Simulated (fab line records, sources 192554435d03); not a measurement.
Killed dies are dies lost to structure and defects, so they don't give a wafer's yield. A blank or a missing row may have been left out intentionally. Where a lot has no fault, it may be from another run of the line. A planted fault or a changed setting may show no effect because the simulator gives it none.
Matching of chambers / flow n5Finfet / 4 sister chambers for N5_FIN_CUT_DESCUM_13 on rieDiel-06
The step chemistry O2, time 7 s. 14 wafers are shown with their chamber, then 7 later ones without.

## WAFERS, EACH WITH ITS CHAMBER
wafer=L078.2; chamber=2; showerheadPlenumPTorr (Torr)=2.24; throttleValvePct (%)=20.33; oesProductAu (a.u.)=0.87
wafer=L078.3; chamber=0; showerheadPlenumPTorr (Torr)=2.03; throttleValvePct (%)=20.65; oesProductAu (a.u.)=0.75
wafer=L078.5; chamber=1; showerheadPlenumPTorr (Torr)=2.05; throttleValvePct (%)=20.00; oesProductAu (a.u.)=0.91
wafer=L080.2; chamber=1; showerheadPlenumPTorr (Torr)=2.05; throttleValvePct (%)=20.00; oesProductAu (a.u.)=0.92
wafer=L080.3; chamber=3; showerheadPlenumPTorr (Torr)=2.19; throttleValvePct (%)=20.30; oesProductAu (a.u.)=0.79
wafer=L080.6; chamber=3; showerheadPlenumPTorr (Torr)=2.19; throttleValvePct (%)=20.32; oesProductAu (a.u.)=0.78
wafer=L086.1; chamber=1; showerheadPlenumPTorr (Torr)=2.05; throttleValvePct (%)=20.04; oesProductAu (a.u.)=0.89
wafer=L086.3; chamber=3; showerheadPlenumPTorr (Torr)=2.19; throttleValvePct (%)=20.32; oesProductAu (a.u.)=0.77
wafer=L086.4; chamber=0; showerheadPlenumPTorr (Torr)=2.02; throttleValvePct (%)=20.68; oesProductAu (a.u.)=0.74
wafer=L088.1; chamber=1; showerheadPlenumPTorr (Torr)=2.05; throttleValvePct (%)=20.02; oesProductAu (a.u.)=0.89
wafer=L088.2; chamber=0; showerheadPlenumPTorr (Torr)=2.02; throttleValvePct (%)=20.68; oesProductAu (a.u.)=0.73
wafer=L088.6; chamber=0; showerheadPlenumPTorr (Torr)=2.02; throttleValvePct (%)=20.66; oesProductAu (a.u.)=0.73
wafer=L095.2; chamber=3; showerheadPlenumPTorr (Torr)=2.18; throttleValvePct (%)=20.35; oesProductAu (a.u.)=0.76
wafer=L095.3; chamber=0; showerheadPlenumPTorr (Torr)=2.02; throttleValvePct (%)=20.71; oesProductAu (a.u.)=0.73

SIGNATURES (averages over the wafers above)
reading=showerheadPlenumPTorr; chamber 0=2.0220; chamber 1=2.0500; chamber 2=2.2400; chamber 3=2.1875; scatter within a chamber=0.00394
reading=throttleValvePct; chamber 0=20.6760; chamber 1=20.0150; chamber 2=20.3300; chamber 3=20.3225; scatter within a chamber=0.0212
reading=oesProductAu; chamber 0=0.7360; chamber 1=0.9025; chamber 2=0.8700; chamber 3=0.7750; scatter within a chamber=0.0122
Rule: a wafer lies at a distance from a chamber equal to the root of the sum of squares, over the readings, of (its reading less the chamber's mean, divided by the reading's scatter). If the next closest chamber is less than 2 further off than the closest, the wafer can't be placed; otherwise it belongs to the closest. The scatter is the square root of a quotient: the sum, over the shown wafers, of each reading's squared deviation from its chamber's mean, divided by wafers minus chambers.

## WAFERS MISSING THEIR CHAMBER
wafer=L095.5; showerheadPlenumPTorr (Torr)=2.04; throttleValvePct (%)=20.04; oesProductAu (a.u.)=0.86
wafer=L096.1; showerheadPlenumPTorr (Torr)=2.18; throttleValvePct (%)=20.34; oesProductAu (a.u.)=0.76
wafer=L096.2; showerheadPlenumPTorr (Torr)=2.23; throttleValvePct (%)=20.38; oesProductAu (a.u.)=0.84
wafer=L096.5; showerheadPlenumPTorr (Torr)=2.04; throttleValvePct (%)=20.04; oesProductAu (a.u.)=0.86
wafer=L097.2; showerheadPlenumPTorr (Torr)=2.02; throttleValvePct (%)=20.70; oesProductAu (a.u.)=0.73
wafer=L097.3; showerheadPlenumPTorr (Torr)=2.18; throttleValvePct (%)=20.34; oesProductAu (a.u.)=0.76
wafer=L097.6; showerheadPlenumPTorr (Torr)=2.02; throttleValvePct (%)=20.70; oesProductAu (a.u.)=0.72

## EACH ONE'S CHAMBER
wafer=L095.5; from the rows above=1; in truth=1
wafer=L096.1; from the rows above=3; in truth=3
wafer=L096.2; from the rows above=2; in truth=2
wafer=L096.5; from the rows above=1; in truth=1
wafer=L097.2; from the rows above=0; in truth=0
wafer=L097.3; from the rows above=3; in truth=3
wafer=L097.6; from the rows above=0; in truth=0
Placed correctly: 7 of 7. From these rows, 0 cannot be placed. 0 placed wrongly.
